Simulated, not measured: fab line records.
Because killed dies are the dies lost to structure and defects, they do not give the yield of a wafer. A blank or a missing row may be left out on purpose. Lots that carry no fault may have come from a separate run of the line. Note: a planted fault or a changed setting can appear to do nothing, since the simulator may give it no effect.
The tool behind it: which one? :: flow n5Finfet :: 11 lots with 33 wafers sampled at 5 steps, on a route of 1938 steps

## WHAT EACH GAUGE READ, for each wafer
No reading from a measuring or inspecting step in the record can be judged against a usual standard deviation.

## EACH LOT AND THE TOOL THAT RAN IT (in order: tool; ch and the chambers of the sampled wafers; start)
lot: L422
N5_BEOL_M15_SPUTTER_45: pvdSputter-02, day 12 11:31
N5_PASSIVATION_PECVD_00: pecvd-02 ch 1,2, day 12 13:39
N5_MIM_BOT_SPUTTER_00: pvdSputter-01, day 12 15:08
N5_MIM_TOP_SPUTTER_03: pvdSputter-01, day 12 16:04
N5_PASSIVATION_PROBE_49: prober-02, day 13 03:32

lot: L423
N5_BEOL_M15_SPUTTER_45: pvdSputter-01, day 12 15:57
N5_PASSIVATION_PECVD_00: pecvd-02 ch 0,1,2, day 12 18:04
N5_MIM_BOT_SPUTTER_00: pvdSputter-02, day 12 19:16
N5_MIM_TOP_SPUTTER_03: pvdSputter-01, day 12 20:25
N5_PASSIVATION_PROBE_49: prober-01, day 13 09:08

lot: L426
N5_BEOL_M15_SPUTTER_45: pvdSputter-02, day 12 19:56
N5_PASSIVATION_PECVD_00: pecvd-04 ch 0,1,2, day 12 22:05
N5_MIM_BOT_SPUTTER_00: pvdSputter-03, day 12 22:29
N5_MIM_TOP_SPUTTER_03: pvdSputter-03, day 12 23:56
N5_PASSIVATION_PROBE_49: -

lot: L425
N5_BEOL_M15_SPUTTER_45: pvdSputter-01, day 12 19:58
N5_PASSIVATION_PECVD_00: pecvd-04 ch 1,2, day 12 22:51
N5_MIM_BOT_SPUTTER_00: pvdSputter-03, day 12 23:49
N5_MIM_TOP_SPUTTER_03: pvdSputter-02, day 13 01:08
N5_PASSIVATION_PROBE_49: prober-02, day 13 11:54

lot: L427
N5_BEOL_M15_SPUTTER_45: pvdSputter-01, day 12 20:17
N5_PASSIVATION_PECVD_00: pecvd-01 ch 1,2, day 12 23:00
N5_MIM_BOT_SPUTTER_00: pvdSputter-02, day 13 00:25
N5_MIM_TOP_SPUTTER_03: pvdSputter-03, day 13 01:59
N5_PASSIVATION_PROBE_49: -

lot: L428
N5_BEOL_M15_SPUTTER_45: pvdSputter-01, day 13 11:28
N5_PASSIVATION_PECVD_00: pecvd-04 ch 0,1,2, day 13 14:07
N5_MIM_BOT_SPUTTER_00: pvdSputter-03, day 13 14:51
N5_MIM_TOP_SPUTTER_03: pvdSputter-03, day 13 16:02
N5_PASSIVATION_PROBE_49: -

lot: L433
N5_BEOL_M15_SPUTTER_45: pvdSputter-01, day 14 17:22
N5_PASSIVATION_PECVD_00: pecvd-01 ch 1,2, day 14 19:37
N5_MIM_BOT_SPUTTER_00: pvdSputter-02, day 14 20:29
N5_MIM_TOP_SPUTTER_03: pvdSputter-01, day 14 21:43
N5_PASSIVATION_PROBE_49: -

lot: L434
N5_BEOL_M15_SPUTTER_45: pvdSputter-03, day 15 10:22
N5_PASSIVATION_PECVD_00: pecvd-04 ch 0,1,2, day 15 12:37
N5_MIM_BOT_SPUTTER_00: pvdSputter-03, day 15 13:50
N5_MIM_TOP_SPUTTER_03: pvdSputter-02, day 15 14:29
N5_PASSIVATION_PROBE_49: -

lot: L439
N5_BEOL_M15_SPUTTER_45: pvdSputter-01, day 16 07:23
N5_PASSIVATION_PECVD_00: pecvd-04 ch 0,1,2, day 16 09:56
N5_MIM_BOT_SPUTTER_00: pvdSputter-02, day 16 10:29
N5_MIM_TOP_SPUTTER_03: pvdSputter-01, day 16 11:28
N5_PASSIVATION_PROBE_49: prober-02, day 16 22:16

lot: L443
N5_BEOL_M15_SPUTTER_45: pvdSputter-03, day 16 13:56
N5_PASSIVATION_PECVD_00: pecvd-04 ch 0,1,2, day 16 16:04
N5_MIM_BOT_SPUTTER_00: pvdSputter-03, day 16 16:49
N5_MIM_TOP_SPUTTER_03: pvdSputter-02, day 16 17:43
N5_PASSIVATION_PROBE_49: prober-01, day 17 05:10

lot: L442
N5_BEOL_M15_SPUTTER_45: pvdSputter-02, day 17 01:05
N5_PASSIVATION_PECVD_00: pecvd-04 ch 0,1,2, day 17 03:47
N5_MIM_BOT_SPUTTER_00: pvdSputter-02, day 17 04:55
N5_MIM_TOP_SPUTTER_03: pvdSputter-01, day 17 05:31
N5_PASSIVATION_PROBE_49: prober-01, day 17 17:15
- N5_BEOL_M15_SPUTTER_45: material Cu, target thk 100 nm, time 16.67 s.
- N5_PASSIVATION_PECVD_00: deposits SiO2 from SiH4/N2O, target thk 200 nm, time 11.2 s.
- N5_MIM_BOT_SPUTTER_00: material TiN, target thk 35 nm, time 89.7 s.
- N5_MIM_TOP_SPUTTER_03: material TiN, target thk 35 nm, time 89.7 s.
- N5_PASSIVATION_PROBE_49

## WHAT THE TOOLS THEMSELVES READ (means of the sampled wafers that have a number; where no wafer has one, the mark that the record gives instead)
N5_BEOL_M15_SPUTTER_45. Usual: cathodeDcPowerW 26000 W, standard deviation 4.4; chamberPressurePa 0.12999 Pa, standard deviation 0.00026; throttleValvePct 30.4 %, standard deviation 0.73.
lot: L422
tool: pvdSputter-02
cathodeDcPowerW (W): 26000
chamberPressurePa (Pa): 0.12999
throttleValvePct (%): 29.8
flag: 

lot: L423
tool: pvdSputter-01
cathodeDcPowerW (W): 25997
chamberPressurePa (Pa): 0.13003
throttleValvePct (%): 29.6
flag: 

lot: L426
tool: pvdSputter-02
cathodeDcPowerW (W): 26004
chamberPressurePa (Pa): 0.12995
throttleValvePct (%): 30.1
flag: 

lot: L425
tool: pvdSputter-01
cathodeDcPowerW (W): 26001
chamberPressurePa (Pa): 0.12997
throttleValvePct (%): 29.7
flag: 

lot: L427
tool: pvdSputter-01
cathodeDcPowerW (W): 26000
chamberPressurePa (Pa): 0.12977
throttleValvePct (%): 30.2
flag: 

lot: L428
tool: pvdSputter-01
cathodeDcPowerW (W): 26003
chamberPressurePa (Pa): 0.13011
throttleValvePct (%): 29.9
flag: 

lot: L433
tool: pvdSputter-01
cathodeDcPowerW (W): 26000
chamberPressurePa (Pa): 0.12969
throttleValvePct (%): 30.2
flag: 

lot: L434
tool: pvdSputter-03
cathodeDcPowerW (W): 25999
chamberPressurePa (Pa): 0.13004
throttleValvePct (%): 31.1
flag: 

lot: L439
tool: pvdSputter-01
cathodeDcPowerW (W): 26002
chamberPressurePa (Pa): 0.12983
throttleValvePct (%): 30.1
flag: 

lot: L443
tool: pvdSputter-03
cathodeDcPowerW (W): 26002
chamberPressurePa (Pa): 0.12975
throttleValvePct (%): 31.2
flag: 

lot: L442
tool: pvdSputter-02
cathodeDcPowerW (W): 25996
chamberPressurePa (Pa): 0.13018
throttleValvePct (%): 29.9
flag: 

N5_PASSIVATION_PECVD_00. Usual: heaterPowerW 739 W, standard deviation 110; showerheadPlenumPTorr 8.15 Torr, standard deviation 0.15; throttleValvePct 51.4 %, standard deviation 2.9.
lot: L422
tool: pecvd-02
heaterPowerW (W): 784
showerheadPlenumPTorr (Torr): 8.09
throttleValvePct (%): 47.9
flag: 

lot: L423
tool: pecvd-02
heaterPowerW (W): 801
showerheadPlenumPTorr (Torr): 8.07
throttleValvePct (%): 50.2
flag: 

lot: L426
tool: pecvd-04
heaterPowerW (W): 715
showerheadPlenumPTorr (Torr): 8.23
throttleValvePct (%): 51.5
flag: 

lot: L425
tool: pecvd-04
heaterPowerW (W): 760
showerheadPlenumPTorr (Torr): 8.27
throttleValvePct (%): 50.5
flag: 

lot: L427
tool: pecvd-01
heaterPowerW (W): 693
showerheadPlenumPTorr (Torr): 8.24
throttleValvePct (%): 52.3
flag: 

lot: L428
tool: pecvd-04
heaterPowerW (W): 720
showerheadPlenumPTorr (Torr): 8.23
throttleValvePct (%): 51.6
flag: 

lot: L433
tool: pecvd-01
heaterPowerW (W): 662
showerheadPlenumPTorr (Torr): 8.05
throttleValvePct (%): 51.0
flag: 

lot: L434
tool: pecvd-04
heaterPowerW (W): 706
showerheadPlenumPTorr (Torr): 8.23
throttleValvePct (%): 51.8
flag: 

lot: L439
tool: pecvd-04
heaterPowerW (W): 706
showerheadPlenumPTorr (Torr): 8.22
throttleValvePct (%): 51.7
flag: 

lot: L443
tool: pecvd-04
heaterPowerW (W): 749
showerheadPlenumPTorr (Torr): 8.22
throttleValvePct (%): 51.7
flag: 

lot: L442
tool: pecvd-04
heaterPowerW (W): 714
showerheadPlenumPTorr (Torr): 8.21
throttleValvePct (%): 52.1
flag: 

N5_MIM_BOT_SPUTTER_00. Usual: cathodeDcPowerW 3000.1 W, standard deviation 0.53; chamberPressurePa 0.5000 Pa, standard deviation 0.00095; throttleValvePct 30.6 %, standard deviation 0.84.
lot: L422
tool: pvdSputter-01
cathodeDcPowerW (W): 3000.2
chamberPressurePa (Pa): 0.5003
throttleValvePct (%): 30.8
flag: 

lot: L423
tool: pvdSputter-02
cathodeDcPowerW (W): 3000.3
chamberPressurePa (Pa): 0.4998
throttleValvePct (%): 29.6
flag: 

lot: L426
tool: pvdSputter-03
cathodeDcPowerW (W): 2999.6
chamberPressurePa (Pa): 0.5012
throttleValvePct (%): 31.3
flag: 

lot: L425
tool: pvdSputter-03
cathodeDcPowerW (W): 2999.9
chamberPressurePa (Pa): 0.5000
throttleValvePct (%): 31.6
flag: 

lot: L427
tool: pvdSputter-02
cathodeDcPowerW (W): 3000.1
chamberPressurePa (Pa): 0.4995
throttleValvePct (%): 29.9
flag: 

lot: L428
tool: pvdSputter-03
cathodeDcPowerW (W): 3000.2
chamberPressurePa (Pa): 0.5003
throttleValvePct (%): 31.4
flag: 

lot: L433
tool: pvdSputter-02
cathodeDcPowerW (W): 3000.0
chamberPressurePa (Pa): 0.4996
throttleValvePct (%): 30.5
flag: 

lot: L434
tool: pvdSputter-03
cathodeDcPowerW (W): 2999.7
chamberPressurePa (Pa): 0.4998
throttleValvePct (%): 31.2
flag: 

lot: L439
tool: pvdSputter-02
cathodeDcPowerW (W): 3000.2
chamberPressurePa (Pa): 0.5442
throttleValvePct (%): 29.2
flag: OFF

lot: L443
tool: pvdSputter-03
cathodeDcPowerW (W): 3000.3
chamberPressurePa (Pa): 0.4996
throttleValvePct (%): 31.0
flag: 

lot: L442
tool: pvdSputter-02
cathodeDcPowerW (W): 3000.0
chamberPressurePa (Pa): 0.5445
throttleValvePct (%): 28.8
flag: OFF

N5_MIM_TOP_SPUTTER_03. Usual: cathodeDcPowerW 3000.0 W, standard deviation 0.49; chamberPressurePa 0.5000 Pa, standard deviation 0.00095; throttleValvePct 30.4 %, standard deviation 0.74.
lot: L422
tool: pvdSputter-01
cathodeDcPowerW (W): 2999.9
chamberPressurePa (Pa): 0.4999
throttleValvePct (%): 29.7
flag: 

lot: L423
tool: pvdSputter-01
cathodeDcPowerW (W): 3000.3
chamberPressurePa (Pa): 0.5005
throttleValvePct (%): 30.5
flag: 

lot: L426
tool: pvdSputter-03
cathodeDcPowerW (W): 2999.8
chamberPressurePa (Pa): 0.4995
throttleValvePct (%): 31.4
flag: 

lot: L425
tool: pvdSputter-02
cathodeDcPowerW (W): 2999.6
chamberPressurePa (Pa): 0.4993
throttleValvePct (%): 29.4
flag: 

lot: L427
tool: pvdSputter-03
cathodeDcPowerW (W): 2999.5
chamberPressurePa (Pa): 0.4997
throttleValvePct (%): 31.3
flag: 

lot: L428
tool: pvdSputter-03
cathodeDcPowerW (W): 3000.2
chamberPressurePa (Pa): 0.5004
throttleValvePct (%): 31.4
flag: 

lot: L433
tool: pvdSputter-01
cathodeDcPowerW (W): 2999.7
chamberPressurePa (Pa): 0.4999
throttleValvePct (%): 30.4
flag: 

lot: L434
tool: pvdSputter-02
cathodeDcPowerW (W): 3000.1
chamberPressurePa (Pa): 0.5003
throttleValvePct (%): 30.3
flag: 

lot: L439
tool: pvdSputter-01
cathodeDcPowerW (W): 2999.8
chamberPressurePa (Pa): 0.5003
throttleValvePct (%): 29.9
flag: 

lot: L443
tool: pvdSputter-02
cathodeDcPowerW (W): 3000.2
chamberPressurePa (Pa): 0.5001
throttleValvePct (%): 30.0
flag: 

lot: L442
tool: pvdSputter-01
cathodeDcPowerW (W): 2999.8
chamberPressurePa (Pa): 0.5000
throttleValvePct (%): 30.0
flag: 

N5_PASSIVATION_PROBE_49. Usual: defectLimitedYield 91.0 %, standard deviation 1.5; killed_at_M0_to_M3 36, standard deviation 12; killed_at_M4_up 14, standard deviation 5.5; killedAtContacts 11, standard deviation 4.8; killedAtFrontEnd 42, standard deviation 12; killedAtOther 3.7, standard deviation 2.7; killedDies 106, standard deviation 18; killedOnRim 13, standard deviation 4.5; killedOpen 70, standard deviation 13; killedShort 35, standard deviation 8.2; sort_bin_5_function 5.3 %, standard deviation 1; sort_bin_6_memory 3.3 %, standard deviation 0.69; sort_bin_8_speed 0.00 %, standard deviation 0.007; sortNPass 1074, standard deviation 18; sortYieldPct 91.0 %, standard deviation 1.5.
lot: L422
tool: prober-02
defectLimitedYield (%): 91.7
killed_at_M0_to_M3: 27
killed_at_M4_up: 19
killedAtContacts: 12
killedAtFrontEnd: 38
killedAtOther: 1.3
killedDies: 98
killedOnRim: 12
killedOpen: 65
killedShort: 32
sort_bin_5_function (%): 4.9
sort_bin_6_memory (%): 3.1
sort_bin_8_speed (%): 0.00
sortNPass: 1082
sortYieldPct (%): 91.7
flag: 

lot: L423
tool: prober-01
defectLimitedYield (%): 89.1
killed_at_M0_to_M3: 32
killed_at_M4_up: 15
killedAtContacts: 20
killedAtFrontEnd: 57
killedAtOther: 4.7
killedDies: 129
killedOnRim: 16
killedOpen: 83
killedShort: 44
sort_bin_5_function (%): 6.6
sort_bin_6_memory (%): 3.8
sort_bin_8_speed (%): 0.00
sortNPass: 1051
sortYieldPct (%): 89.1
flag: 

lot: L425
tool: prober-02
defectLimitedYield (%): 90.3
killed_at_M0_to_M3: 50
killed_at_M4_up: 9
killedAtContacts: 7
killedAtFrontEnd: 46
killedAtOther: 2.7
killedDies: 115
killedOnRim: 12
killedOpen: 80
killedShort: 35
sort_bin_5_function (%): 5.8
sort_bin_6_memory (%): 3.7
sort_bin_8_speed (%): 0.00
sortNPass: 1065
sortYieldPct (%): 90.3
flag: 

lot: L439
tool: prober-02
defectLimitedYield (%): 91.9
killed_at_M0_to_M3: 22
killed_at_M4_up: 18
killedAtContacts: 11
killedAtFrontEnd: 41
killedAtOther: 3.3
killedDies: 96
killedOnRim: 12
killedOpen: 63
killedShort: 31
sort_bin_5_function (%): 4.4
sort_bin_6_memory (%): 3.4
sort_bin_8_speed (%): 0.00
sortNPass: 1084
sortYieldPct (%): 91.9
flag: 

lot: L443
tool: prober-01
defectLimitedYield (%): 92.6
killed_at_M0_to_M3: 31
killed_at_M4_up: 9
killedAtContacts: 15
killedAtFrontEnd: 32
killedAtOther: 1.7
killedDies: 88
killedOnRim: 11
killedOpen: 61
killedShort: 25
sort_bin_5_function (%): 4.7
sort_bin_6_memory (%): 2.6
sort_bin_8_speed (%): 0.00
sortNPass: 1092
sortYieldPct (%): 92.6
flag: 

lot: L442
tool: prober-01
defectLimitedYield (%): 90.0
killed_at_M0_to_M3: 45
killed_at_M4_up: 13
killedAtContacts: 6
killedAtFrontEnd: 52
killedAtOther: 2.7
killedDies: 118
killedOnRim: 16
killedOpen: 77
killedShort: 40
sort_bin_5_function (%): 6.2
sort_bin_6_memory (%): 3.6
sort_bin_8_speed (%): 0.00
sortNPass: 1062
sortYieldPct (%): 90.0
flag: 

## THE ANSWER, worked out from the rows above alone
Rule: a lot counts as off when the mean over its wafers that have a number is more than 3 standard deviations away from the usual mean. A lot without any number at a reading at which 4 lots or more have one is off too. Any other lot the step has rows for is counted as sound. The gauges are gone through in route order, then the tools' own readings, and for those a lot's mean is taken as printed above. At the first step where some lot is off, the reading lying furthest off is the one used; lots without a number count as furthest.
Off at N5_MIM_BOT_SPUTTER_00 (chamberPressurePa): L439, L442.
A tool fits if, at that step or a process step before it, it ran every lot that is off, and no sound lot after the first of them. One fits: N5_MIM_BOT_SPUTTER_00 on pvdSputter-02. A fault onset in the window from L433 (day 14 20:29, its last sound lot) to L439 (day 16 10:29, its first lot off) fits.
The tool's own readings at N5_MIM_BOT_SPUTTER_00 bear it out: on the lots that are off they differ by more than 5 times the standard deviation of the sound lots' means. chamberPressurePa reads 0.5444 Pa there against 0.5000 Pa on the sound lots.

## WHAT WAS PUT IN BY THE SIMULATOR
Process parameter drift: pvdSputter-02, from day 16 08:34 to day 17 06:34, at N5_MIM_BOT_SPUTTER_00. The setting chamberPressurePa was moved by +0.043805, starting from 0.49996. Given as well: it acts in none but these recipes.
Shown lots that were struck: L439, L442. The rule above found the same.
